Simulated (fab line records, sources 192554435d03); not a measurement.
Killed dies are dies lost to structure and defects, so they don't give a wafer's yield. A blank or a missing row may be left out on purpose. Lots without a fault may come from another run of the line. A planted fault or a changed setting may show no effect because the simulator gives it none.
Which tool did it? | flow n5_finfet | 8 lots, 24 wafers sampled, at 8 steps of a route of 1938

WHAT THE GAUGES READ, wafer by wafer
N5_BEOL_M0_SAQP_INSPECT_16: inspects for defects (brightfield). Usual: raw_defect_count 498, standard deviation 120.
lot  | measured    | on                | raw_defect_count | flag
L124 | day 6 07:33 | defect_inspect-02 | 383 450 535      |
L125 | day 6 13:26 | defect_inspect-02 | 520 591 456      |
L126 | day 6 21:39 | defect_inspect-01 | 450 403 476      |
L134 | day 8 15:33 | defect_inspect-01 | 317 362 246      |
L135 | day 8 18:58 | defect_inspect-01 | 1411 551 1709    | OFF
L136 | day 9 03:22 | defect_inspect-02 | 443 685 722      |
L137 | day 9 09:46 | defect_inspect-02 | 1488 466 1516    | OFF
L138 | day 9 14:02 | defect_inspect-02 | 487 472 409      |

N5_BEOL_M0_SAQP_INSPECT_42: inspects for defects (brightfield). Usual: raw_defect_count 296, standard deviation 83.
lot  | measured    | on                | raw_defect_count | flag
L124 | day 6 11:23 | defect_inspect-01 | 245 272 274      |
L125 | day 6 17:53 | defect_inspect-01 | 299 192 245      |
L126 | day 7 01:38 | defect_inspect-02 | 298 249 199      |
L134 | day 8 19:50 | defect_inspect-02 | 187 205 175      |
L135 | day 8 22:58 | defect_inspect-01 | 1275 350 1336    | OFF
L136 | day 9 07:24 | defect_inspect-02 | 304 357 465      |
L137 | day 9 13:53 | defect_inspect-02 | 1152 302 1297    | OFF
L138 | day 9 18:40 | defect_inspect-02 | 260 296 171      |

N5_BEOL_M0_CUTY_INSPECT_59: inspects for defects (macro). Usual: raw_defect_count 2.1, standard deviation 1.3.
lot  | measured    | on                | raw_defect_count | flag
L124 | day 6 12:39 | defect_inspect-01 | 1 1 2            |
L125 | day 6 19:16 | defect_inspect-01 | 0 1 3            |
L126 | day 7 03:04 | defect_inspect-02 | 1 1 3            |
L134 | day 8 21:34 | defect_inspect-02 | 3 1 3            |
L135 | day 9 00:32 | defect_inspect-02 | >300 2 >300      |
L136 | day 9 08:48 | defect_inspect-02 | 4 3 4            |
L137 | day 9 15:23 | defect_inspect-02 | >300 4 >300      |
L138 | day 9 19:56 | defect_inspect-02 | 3 3 1            |

N5_BEOL_M4_RC_MEAS_101. Usual: DIBL_N 37.1 mV/V, standard deviation 2.6; DIBL_P 38 mV/V, standard deviation 3; IOFF_N 0.18 nA/um, standard deviation 0.052; IOFF_P 0.25 nA/um, standard deviation 0.06; ION_N 678 uA/um, standard deviation 15; ION_P 467 uA/um, standard deviation 8.6; SS_N 71.7 mV/dec, standard deviation 0.73; SS_P 73.7 mV/dec, standard deviation 0.89; VT_N 249 mV, standard deviation 4.3; VT_P -248 mV, standard deviation 3.8.
lot  | measured     | on        | DIBL_N (mV/V)  | DIBL_P (mV/V) | IOFF_N (nA/um) | IOFF_P (nA/um) | ION_N (uA/um) | ION_P (uA/um) | SS_N (mV/dec)  | SS_P (mV/dec)  | VT_N (mV)   | VT_P (mV)      | flag
L124 | day 11 17:44 | prober-01 | 37.3 36.6 36.6 | 39 36 38      | 0.21 0.16 0.18 | 0.29 0.23 0.29 | 708 683 682   | 478 467 476   | 71.3 72.1 70.9 | 74.5 73.8 74.0 | 242 248 243 | -242 -246 -243 |
L125 | day 12 18:28 | prober-02 | 40.6 38.6 39.5 | 39 38 37      | 0.20 0.19 0.19 | 0.30 0.30 0.26 | 661 674 692   | 466 477 475   | 73.0 71.6 71.4 | 74.1 74.0 73.9 | 248 247 248 | -244 -243 -247 |
L126 | day 12 09:07 | prober-02 | 34.7 33.9 34.8 | 34 33 35      | 0.13 0.12 0.13 | 0.22 0.19 0.23 | 659 661 674   | 464 461 475   | 71.6 71.3 71.1 | 73.4 72.3 72.6 | 251 253 255 | -247 -251 -246 |
L134 | day 14 11:16 | prober-02 | 36.4 32.7 35.0 | 36 31 33      | 0.15 0.10 0.13 | 0.20 0.17 0.17 | 684 666 664   | 466 463 455   | 71.6 70.4 71.5 | 73.5 72.9 72.6 | 252 257 257 | -252 -253 -254 |
L135 | day 14 04:21 | prober-02 | 38.4 38.2 38.4 | 40 39 41      | 0.22 0.21 0.22 | 0.28 0.25 0.30 | 711 687 685   | 479 465 471   | 72.2 71.8 72.6 | 73.7 73.8 74.4 | 246 247 246 | -248 -250 -246 |
L136 | day 14 05:19 | prober-01 | 34.6 38.4 40.5 | 36 38 41      | 0.12 0.18 0.23 | 0.22 0.24 0.32 | 669 671 693   | 471 469 476   | 71.3 71.9 72.6 | 73.4 73.8 74.8 | 256 250 246 | -249 -248 -243 |
L137 | day 15 06:35 | prober-01 | 38.9 38.1 40.2 | 39 40 41      | 0.21 0.19 0.25 | 0.29 0.34 0.35 | 685 683 692   | 470 478 478   | 72.4 72.1 72.4 | 73.9 73.0 74.0 | 247 246 243 | -243 -242 -241 |
L138 | day 14 14:53 | prober-02 | 36.8 37.6 42.1 | 38 39 43      | 0.15 0.18 0.30 | 0.25 0.29 0.40 | 675 680 712   | 469 478 482   | 71.2 71.5 72.6 | 73.1 73.6 75.5 | 253 247 241 | -245 -245 -240 |

WHICH TOOL RAN EACH LOT (tool, then ch and the chambers of the sampled wafers, then the start)
lot  | N5_MOL_CONTACT_COAG_CVD_140  | N5_BEOL_M0_SAQP_PECVD_00       | N5_BEOL_M0_SAQP_HM_DEP_111     | N5_BEOL_M0_SAQP_DESCUM_19
L124 | cvd_w-02 ch 0,1, day 6 02:28 | pecvd-01 ch 0,1,2, day 6 06:31 | pecvd-01 ch 1,2, day 6 07:03   | rie_diel-03 ch 0,3, day 6 07:35
L125 | cvd_w-02 ch 0,1, day 6 08:28 | pecvd-03 ch 0,1,2, day 6 12:29 | pecvd-03 ch 0,1, day 6 12:56   | rie_diel-02 ch 0,2,3, day 6 13:28
L126 | cvd_w-02 ch 0,1, day 6 16:16 | pecvd-03 ch 0,1, day 6 20:16   | pecvd-04 ch 1,2, day 6 21:09   | rie_diel-03 ch 1,2,3, day 6 21:41
L134 | cvd_w-02 ch 0, day 8 10:41   | pecvd-01 ch 1,2, day 8 14:41   | pecvd-03 ch 0,1,2, day 8 15:10 | rie_diel-02 ch 1,2,3, day 8 15:35
L135 | cvd_w-01 ch 0,1, day 8 12:55 | pecvd-01 ch 1,2, day 8 17:41   | pecvd-01 ch 1,2, day 8 18:28   | rie_diel-03 ch 1,2, day 8 19:00
L136 | cvd_w-02 ch 0, day 8 21:24   | pecvd-04 ch 0,2, day 9 01:31   | pecvd-03 ch 1,2, day 9 02:52   | rie_diel-03 ch 0,2, day 9 03:24
L137 | cvd_w-01 ch 0, day 9 00:37   | pecvd-01 ch 1,2, day 9 04:37   | pecvd-04 ch 1,2, day 9 09:16   | rie_diel-03 ch 1,2,3, day 9 09:51
L138 | cvd_w-01 ch 0,1, day 9 09:02 | pecvd-04 ch 0,2, day 9 13:04   | pecvd-04 ch 0,1,2, day 9 13:31 | rie_diel-03 ch 0,2,3, day 9 14:11
- N5_MOL_CONTACT_COAG_CVD_140: deposits W, target thk 66.5 nm, time 215 s.
- N5_BEOL_M0_SAQP_PECVD_00: deposits SiCN from 3MS/NH3, target thk 8 nm, time 14 s.
- N5_BEOL_M0_SAQP_HM_DEP_111: deposits SiO2 from SiH4/N2O, target thk 12 nm, time 7.2 s.
- N5_BEOL_M0_SAQP_DESCUM_19: chemistry O2, time 7.9 s.

WHAT THE TOOLS THEMSELVES READ (means of the sampled wafers that have a number; where no wafer has one, the mark that the record gives instead)
N5_MOL_CONTACT_COAG_CVD_140. Usual: heater_power_w 480 W, standard deviation 57.
lot  | tool     | heater_power_w (W) | flag
L124 | cvd_w-02 | 483                |
L125 | cvd_w-02 | 474                |
L126 | cvd_w-02 | 493                |
L134 | cvd_w-02 | 452                |
L135 | cvd_w-01 | 448                |
L136 | cvd_w-02 | 447                |
L137 | cvd_w-01 | 561                |
L138 | cvd_w-01 | 506                |

N5_BEOL_M0_SAQP_PECVD_00. Usual: showerhead_plenum_p_Torr 3.660 Torr, standard deviation 0.014; throttle_valve_pct 9.1 %, standard deviation 0.61.
lot  | tool     | showerhead_plenum_p_Torr (Torr) | throttle_valve_pct (%) | flag
L124 | pecvd-01 | 3.653                           | 9.1                    |
L125 | pecvd-03 | 3.661                           | 9.0                    |
L126 | pecvd-03 | 3.665                           | 9.2                    |
L134 | pecvd-01 | 3.666                           | 9.1                    |
L135 | pecvd-01 | 3.661                           | 9.2                    |
L136 | pecvd-04 | 3.662                           | 8.6                    |
L137 | pecvd-01 | 3.670                           | 9.1                    |
L138 | pecvd-04 | 3.657                           | 8.6                    |

N5_BEOL_M0_SAQP_HM_DEP_111. Usual: heater_power_w 816 W, standard deviation 64; showerhead_plenum_p_Torr 8.09 Torr, standard deviation 0.14.
lot  | tool     | heater_power_w (W) | showerhead_plenum_p_Torr (Torr) | flag
L124 | pecvd-01 | 882                | 8.03                            |
L125 | pecvd-03 | 840                | 8.17                            |
L126 | pecvd-04 | 781                | 8.20                            |
L134 | pecvd-03 | 776                | 8.11                            |
L135 | pecvd-01 | 851                | 8.17                            |
L136 | pecvd-03 | 850                | 8.03                            |
L137 | pecvd-04 | 790                | 8.18                            |
L138 | pecvd-04 | 818                | 8.14                            |

N5_BEOL_M0_SAQP_DESCUM_19. Usual: drypump_motor_current_A 5.7 A, standard deviation 0.39; oes_product_au 0.81 a.u., standard deviation 0.083; rf_vpp_V 243.8 V, standard deviation 1.4; showerhead_plenum_p_Torr 2.13 Torr, standard deviation 0.073; temp_c 40.00 C, standard deviation 0.11; throttle_valve_pct 20.4 %, standard deviation 0.38.
lot  | tool        | drypump_motor_current_A (A) | oes_product_au (a.u.) | rf_vpp_V (V) | showerhead_plenum_p_Torr (Torr) | temp_c (C) | throttle_valve_pct (%) | flag
L124 | rie_diel-03 | 5.9                         | 0.86                  | 243.9        | 2.15                            | 40.03      | 20.1                   |
L125 | rie_diel-02 | 5.8                         | 0.74                  | 242.6        | 2.07                            | 39.89      | 20.6                   |
L126 | rie_diel-03 | 5.7                         | 0.84                  | 245.0        | 2.20                            | 40.02      | 20.4                   |
L134 | rie_diel-02 | 5.7                         | 0.77                  | 242.8        | 2.05                            | 39.84      | 20.4                   |
L135 | rie_diel-03 | 6.1                         | 0.82                  | 244.3        | 2.19                            | 40.06      | 20.5                   |
L136 | rie_diel-03 | 6.1                         | 0.83                  | 243.6        | 2.15                            | 40.01      | 20.2                   |
L137 | rie_diel-03 | 5.8                         | 0.82                  | 245.1        | 2.19                            | 40.03      | 20.4                   |
L138 | rie_diel-03 | 5.8                         | 0.86                  | 245.1        | 2.17                            | 40.00      | 20.1                   |

THE ANSWER, worked out from the rows above alone
Rule: a lot is off if the mean of its wafers that have a number lies more than 3 standard deviations from the usual mean. A lot without any number at a reading at which 4 lots or more have one is off too. The other lots that the step has rows for count as sound. The gauges are gone through in route order, then the tools' own readings, and for those a lot's mean is taken as printed above. The first step at which some lot is off is used, and at that step the reading that is off furthest; a lot without a number counts as furthest.
Off: L135, L137, at N5_BEOL_M0_SAQP_INSPECT_16 (raw_defect_count).
A tool fits if, at a process step before that reading, it ran every lot that is off, and no sound lot after the first of them. The gauges at N5_BEOL_M0_SAQP_INSPECT_16 are tried like those tools. One fits: pecvd-01 at N5_BEOL_M0_SAQP_PECVD_00. Its last sound lot is L134 (day 8 14:41), its first lot that is off L135 (day 8 17:41): a fault that began between those two fits.

WHAT THE SIMULATOR HAD PUT IN
Chamber particle source: pecvd-01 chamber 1, from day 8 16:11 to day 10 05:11, at N5_BEOL_M0_SAQP_PECVD_00. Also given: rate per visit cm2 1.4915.
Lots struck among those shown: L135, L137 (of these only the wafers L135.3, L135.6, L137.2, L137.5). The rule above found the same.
